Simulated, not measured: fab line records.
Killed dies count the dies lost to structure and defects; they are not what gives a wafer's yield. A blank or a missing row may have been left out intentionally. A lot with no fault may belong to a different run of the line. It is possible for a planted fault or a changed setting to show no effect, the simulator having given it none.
Split-lot experiment + flow n5 finfet + on a route of 1938 steps: 7 lots, 39 wafers read

ON THE SPLIT
At N5_GATE_CUT_ETCH_58 (etches SiNx in CH3F/O2, target depth 17 nm, time 128.6 s), the setting time s was moved away from the recipe's 128.6 s on 12 of the 39 wafers read, by -12.4% to +18.9%. The other wafers ran this setting at the recipe's value.

The split's own step is where the reading is taken.

THE READING
etch.depth nm (the simulator's own value, which no gauge read), in nm, at N5_GATE_CUT_ETCH_58 (etches SiNx in CH3F/O2, target depth 17 nm, time 128.6 s). The file gives no usual value for it. Here, 27 wafers ran the recipe; their average is 16.85 nm with a standard deviation of 0.4 nm.

| wafer  | tool, chamber at the split | time s as run, s | against the recipe | etch.depth nm, nm | against lot-mates on the recipe |
|--------|----------------------------|------------------|--------------------|-------------------|---------------------------------|
| L075.1 | rie diel-01, 2             | 152.9            | +18.9%             | 20.02             | +2.75                           |
| L075.2 | rie diel-01, 1             | 128.6            | recipe             | 17.58             | -                               |
| L075.3 | rie diel-01, 3             | 152.9            | +18.9%             | 19.56             | +2.29                           |
| L075.4 | rie diel-01, 0             | 128.6            | recipe             | 17.13             | -                               |
| L075.5 | rie diel-01, 0             | 128.6            | recipe             | 17.09             | -                               |
| L075.6 | rie diel-01, 3             | 152.9            | +18.9%             | 19.59             | +2.32                           |
| L077.2 | rie diel-05, 3             | 128.6            | recipe             | 16.54             | -                               |
| L077.3 | rie diel-05, 2             | 128.6            | recipe             | 16.99             | -                               |
| L077.5 | rie diel-05, 3             | 128.6            | recipe             | 16.46             | -                               |
| L082.1 | rie diel-06, 0             | 112.7            | -12.4%             | 14.09             | -2.59                           |
| L082.2 | rie diel-06, 2             | 128.6            | recipe             | 16.53             | -                               |
| L082.3 | rie diel-06, 3             | 128.6            | recipe             | 17.01             | -                               |
| L082.4 | rie diel-06, 1             | 112.7            | -12.4%             | 15.06             | -1.62                           |
| L082.5 | rie diel-06, 3             | 112.7            | -12.4%             | 14.84             | -1.84                           |
| L082.6 | rie diel-06, 2             | 128.6            | recipe             | 16.51             | -                               |
| L085.1 | rie diel-01, 2             | 128.6            | recipe             | 16.99             | -                               |
| L085.2 | rie diel-01, 1             | 128.6            | recipe             | 17.52             | -                               |
| L085.3 | rie diel-01, 0             | 128.6            | recipe             | 17.1              | -                               |
| L085.4 | rie diel-01, 1             | 128.6            | recipe             | 17.59             | -                               |
| L085.5 | rie diel-01, 0             | 128.6            | recipe             | 17.02             | -                               |
| L085.6 | rie diel-01, 2             | 128.6            | recipe             | 16.9              | -                               |
| L090.1 | rie diel-05, 2             | 128.6            | recipe             | 16.99             | -                               |
| L090.2 | rie diel-05, 1             | 140.9            | +9.6%              | 18.2              | +1.43                           |
| L090.3 | rie diel-05, 3             | 128.6            | recipe             | 16.56             | -                               |
| L090.4 | rie diel-05, 0             | 140.9            | +9.6%              | 18.68             | +1.91                           |
| L090.5 | rie diel-05, 1             | 128.6            | recipe             | 16.75             | -                               |
| L090.6 | rie diel-05, 0             | 140.9            | +9.6%              | 18.48             | +1.71                           |
| L093.1 | rie diel-06, 0             | 128.6            | recipe             | 16.08             | -                               |
| L093.2 | rie diel-06, 3             | 128.6            | recipe             | 16.88             | -                               |
| L093.3 | rie diel-06, 2             | 128.6            | recipe             | 16.51             | -                               |
| L093.4 | rie diel-06, 1             | 128.6            | recipe             | 16.96             | -                               |
| L093.5 | rie diel-06, 0             | 128.6            | recipe             | 16.13             | -                               |
| L093.6 | rie diel-06, 3             | 128.6            | recipe             | 17                | -                               |
| L094.1 | rie diel-06, 0             | 128.6            | recipe             | 16.28             | -                               |
| L094.2 | rie diel-06, 3             | 140.8            | +9.5%              | 18.73             | +2.04                           |
| L094.3 | rie diel-06, 1             | 140.8            | +9.5%              | 18.83             | +2.14                           |
| L094.4 | rie diel-06, 2             | 140.8            | +9.5%              | 18.18             | +1.49                           |
| L094.5 | rie diel-06, 1             | 128.6            | recipe             | 17.27             | -                               |
| L094.6 | rie diel-06, 2             | 128.6            | recipe             | 16.53             | -                               |

THE FIT
A straight line over all 39 wafers: etch.depth nm changes by +0.164 nm for each +1% of time s; r = +0.95; the points scatter about the line by 0.39 nm.
The same after taking each lot's own level away (the mean of its wafers on the recipe; 39 wafers): +0.152 nm for each +1%; r = +0.95; scatter 0.36 nm.
On that fit, the largest move of time s shifts the reading by 2.9 nm.
The span of the lots' own levels, 16.593 to 17.267 nm, comes to 1.7 times the standard deviation stated above.
The two slopes are in agreement: the lot-to-lot level therefore moves the slope only a little.
Check: +2.91 nm against its lot-mates is what the line predicts for one of the wafers moved furthest among these (+18.9%) when that wafer is left out of the fit. It came out at +2.75 nm against them.

OTHER SPLITS APPLIED TO THESE WAFERS
Before the reading, these wafers also passed through other splits. Each is held against what the fit with the lots' levels taken away leaves over:
| other split on the same wafers  | wafers away from the commonest value | r with etch.depth nm (lot level and that fit taken away) |
|---------------------------------|--------------------------------------|----------------------------------------------------------|
| N5_DUMMY_GATE_EXPOSE_12 dose mj | 18                                   | -0.02                                                    |
| N5_SD_EPI_N_EXPOSE_06 dose mj   | 15                                   | +0.04                                                    |
| N5_HKMG_FIN_ETCH_35 bias w      | 18                                   | +0.04                                                    |

THE FILE'S OWN FIT
etch.depth nm changes by +0.153 nm for each +1% of time s, r = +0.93.
